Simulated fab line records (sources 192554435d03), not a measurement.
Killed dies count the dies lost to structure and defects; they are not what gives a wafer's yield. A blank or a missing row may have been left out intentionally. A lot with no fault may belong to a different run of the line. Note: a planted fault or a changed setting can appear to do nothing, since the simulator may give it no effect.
Split-lot trial / flow n5Finfet / route with 1938 steps; 7 lots, 21 wafers read

THE SPLIT ITSELF
At N5_DUMMY_GATE_PECVD_30 (deposits SiO2 from TEOS/O2, target thk 55 nm, time 10.8 s), the setting timeS was moved away from the recipe's 10.8 s on 4 of the 21 wafers read, by -8.9% to +4.6%. The other wafers ran this setting at the recipe's value.

FROM THE SPLIT TO THE READING: what the file shows between them, 6 steps
- N5_DUMMY_GATE_COAT_34: time 60 s, resist thk 60 nm
- N5_DUMMY_GATE_COAT_35: time 60 s, resist thk 10 nm
- N5_DUMMY_GATE_ETCH_31: etches SiO2 in C4F6/O2, target depth 82.5 nm, time 27.5 s
- N5_DUMMY_GATE_STRIP_41: strips in O2
- N5_DUMMY_GATE_HM_OPEN_21: chemistry CH3F/O2, target SiNx, target depth 120 nm, time 171.4 s
- N5_DUMMY_GATE_ETCH_32: etches SiO2 in CF4, target depth 3.5 nm, time 3.9 s

THE READING
SiO2_of_DUMMY_GATE_PECVD_30.thkNm (the simulator's own value, which no gauge read), in nm, at N5_DUMMY_GATE_ETCH_23 (etches poly-Si in HBr/Cl2/O2, target depth 41 nm, time 22.3 s). The file gives no usual value for it. Across the 17 wafers here that went through the recipe, the average is 39.2 nm and the standard deviation 0.72 nm.

wafer=L079.1; tool, chamber at the split=pecvd-02, 0,1; timeS as run, s=10.8; against the recipe=recipe; SiO2_of_DUMMY_GATE_PECVD_30.thkNm, nm=39.6; against lot-mates on the recipe=-
wafer=L079.4; tool, chamber at the split=pecvd-02, 0,1; timeS as run, s=10.8; against the recipe=recipe; SiO2_of_DUMMY_GATE_PECVD_30.thkNm, nm=39.8; against lot-mates on the recipe=-
wafer=L079.6; tool, chamber at the split=pecvd-02, 2; timeS as run, s=10.8; against the recipe=recipe; SiO2_of_DUMMY_GATE_PECVD_30.thkNm, nm=40.4; against lot-mates on the recipe=-
wafer=L084.2; tool, chamber at the split=pecvd-02, 1; timeS as run, s=10.3; against the recipe=-4.6%; SiO2_of_DUMMY_GATE_PECVD_30.thkNm, nm=36.2; against lot-mates on the recipe=-3.5
wafer=L084.3; tool, chamber at the split=pecvd-02, 0; timeS as run, s=10.8; against the recipe=recipe; SiO2_of_DUMMY_GATE_PECVD_30.thkNm, nm=39; against lot-mates on the recipe=-
wafer=L084.4; tool, chamber at the split=pecvd-02, 2; timeS as run, s=10.8; against the recipe=recipe; SiO2_of_DUMMY_GATE_PECVD_30.thkNm, nm=40.4; against lot-mates on the recipe=-
wafer=L086.1; tool, chamber at the split=pecvd-04, 1; timeS as run, s=10.8; against the recipe=recipe; SiO2_of_DUMMY_GATE_PECVD_30.thkNm, nm=38.2; against lot-mates on the recipe=-
wafer=L086.3; tool, chamber at the split=pecvd-04, 2; timeS as run, s=10.8; against the recipe=recipe; SiO2_of_DUMMY_GATE_PECVD_30.thkNm, nm=37.8; against lot-mates on the recipe=-
wafer=L086.4; tool, chamber at the split=pecvd-04, 0; timeS as run, s=9.84; against the recipe=-8.9%; SiO2_of_DUMMY_GATE_PECVD_30.thkNm, nm=34.6; against lot-mates on the recipe=-3.4
wafer=L088.2; tool, chamber at the split=pecvd-03, 0; timeS as run, s=10.8; against the recipe=recipe; SiO2_of_DUMMY_GATE_PECVD_30.thkNm, nm=38.6; against lot-mates on the recipe=-
wafer=L088.4; tool, chamber at the split=pecvd-03, 0; timeS as run, s=10.8; against the recipe=recipe; SiO2_of_DUMMY_GATE_PECVD_30.thkNm, nm=38.6; against lot-mates on the recipe=-
wafer=L088.6; tool, chamber at the split=pecvd-03, 1; timeS as run, s=10.8; against the recipe=recipe; SiO2_of_DUMMY_GATE_PECVD_30.thkNm, nm=40; against lot-mates on the recipe=-
wafer=L095.1; tool, chamber at the split=pecvd-02, 0,1; timeS as run, s=10.8; against the recipe=recipe; SiO2_of_DUMMY_GATE_PECVD_30.thkNm, nm=39.2; against lot-mates on the recipe=-
wafer=L095.3; tool, chamber at the split=pecvd-02, 0; timeS as run, s=10.8; against the recipe=recipe; SiO2_of_DUMMY_GATE_PECVD_30.thkNm, nm=39.6; against lot-mates on the recipe=-
wafer=L095.6; tool, chamber at the split=pecvd-02, 0,1; timeS as run, s=10.8; against the recipe=recipe; SiO2_of_DUMMY_GATE_PECVD_30.thkNm, nm=38.6; against lot-mates on the recipe=-
wafer=L096.3; tool, chamber at the split=pecvd-02, 1; timeS as run, s=10.8; against the recipe=recipe; SiO2_of_DUMMY_GATE_PECVD_30.thkNm, nm=39; against lot-mates on the recipe=-
wafer=L096.5; tool, chamber at the split=pecvd-02, 0; timeS as run, s=11.3; against the recipe=+4.6%; SiO2_of_DUMMY_GATE_PECVD_30.thkNm, nm=42.4; against lot-mates on the recipe=+3.4
wafer=L096.6; tool, chamber at the split=pecvd-02, 1; timeS as run, s=11.3; against the recipe=+4.6%; SiO2_of_DUMMY_GATE_PECVD_30.thkNm, nm=42; against lot-mates on the recipe=+3.0
wafer=L097.2; tool, chamber at the split=pecvd-02, 0; timeS as run, s=10.8; against the recipe=recipe; SiO2_of_DUMMY_GATE_PECVD_30.thkNm, nm=39.2; against lot-mates on the recipe=-
wafer=L097.5; tool, chamber at the split=pecvd-02, 1; timeS as run, s=10.8; against the recipe=recipe; SiO2_of_DUMMY_GATE_PECVD_30.thkNm, nm=39.2; against lot-mates on the recipe=-
wafer=L097.6; tool, chamber at the split=pecvd-02, 0; timeS as run, s=10.8; against the recipe=recipe; SiO2_of_DUMMY_GATE_PECVD_30.thkNm, nm=40; against lot-mates on the recipe=-
Where a row lists several chambers, the file gives one row for several wafers and doesn't say which wafer went through which chamber.

FIT RESULTS
A straight line over all 21 wafers: SiO2_of_DUMMY_GATE_PECVD_30.thkNm changes by +0.578 nm for each +1% of timeS; r = +0.91; the points scatter about the line by 0.71 nm.
The same after taking each lot's own level away (the mean of its wafers on the recipe; 21 wafers): +0.533 nm for each +1%; r = +0.92; scatter 0.63 nm.
On that fit, the largest move of timeS shifts the reading by 4.7 nm.
The span of the lots' own levels, 38.00 to 39.93 nm, comes to 2.7 times the standard deviation stated above.
Hence the lot-to-lot level has little effect on the slope; both slopes agree.
Check: for one of the wafers moved furthest among these (-8.9%), held out of the fit, the line's prediction against its lot-mates is -6.37 nm. Against them it came out at -3.4 nm.

THESE WAFERS: OTHER SPLITS
Other splits were also applied to these wafers ahead of the reading. Each is held against what the fit with the lots' levels taken away leaves over:
other split on the same wafers=N5_PMOS_HMC_CHANNEL_EPI_EXPOSE_06 doseMj; wafers away from the commonest value=8; r with SiO2_of_DUMMY_GATE_PECVD_30.thkNm (lot level and that fit taken away)=+0.09
other split on the same wafers=N5_PMOS_HMC_CHANNEL_EPI_ETCH_32 biasW; wafers away from the commonest value=5; r with SiO2_of_DUMMY_GATE_PECVD_30.thkNm (lot level and that fit taken away)=-0.07
other split on the same wafers=N5_FIN_SAQP_ETCH_65 timeS; wafers away from the commonest value=6; r with SiO2_of_DUMMY_GATE_PECVD_30.thkNm (lot level and that fit taken away)=-0.25
other split on the same wafers=N5_FIN_CUT_COAT_19 spinRpm; wafers away from the commonest value=8; r with SiO2_of_DUMMY_GATE_PECVD_30.thkNm (lot level and that fit taken away)=-0.20
other split on the same wafers=N5_FIN_CUT_EXPOSE_05 doseMj; wafers away from the commonest value=6; r with SiO2_of_DUMMY_GATE_PECVD_30.thkNm (lot level and that fit taken away)=+0.20

THE WHOLE CHAIN: every reading that the file lists as answering this split, in the file's order
step=N5_DUMMY_GATE_PECVD_30; what it does=deposits SiO2 from TEOS/O2, target thk 55 nm, time 10.8 s; reading=SiO2_of_DUMMY_GATE_PECVD_30.thkNm (the simulator's own value, which no gauge read); change (the file's fit)=+0.51 nm for each +1% of the setting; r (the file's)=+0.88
step=N5_DUMMY_GATE_HM_OPEN_21; what it does=chemistry CH3F/O2, target SiNx, target depth 120 nm, time 171.4 s; reading=SiO2_of_DUMMY_GATE_PECVD_30.thkNm (the simulator's own value, which no gauge read); change (the file's fit)=+0.492 nm for each +1% of the setting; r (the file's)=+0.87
step=N5_DUMMY_GATE_ETCH_23; what it does=etches poly-Si in HBr/Cl2/O2, target depth 41 nm, time 22.3 s; reading=SiO2_of_DUMMY_GATE_PECVD_30.thkNm (the simulator's own value, which no gauge read); change (the file's fit)=+0.502 nm for each +1% of the setting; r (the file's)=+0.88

THE FILE'S OWN FIT
SiO2_of_DUMMY_GATE_PECVD_30.thkNm changes by +0.502 nm for each +1% of timeS, r = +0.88.
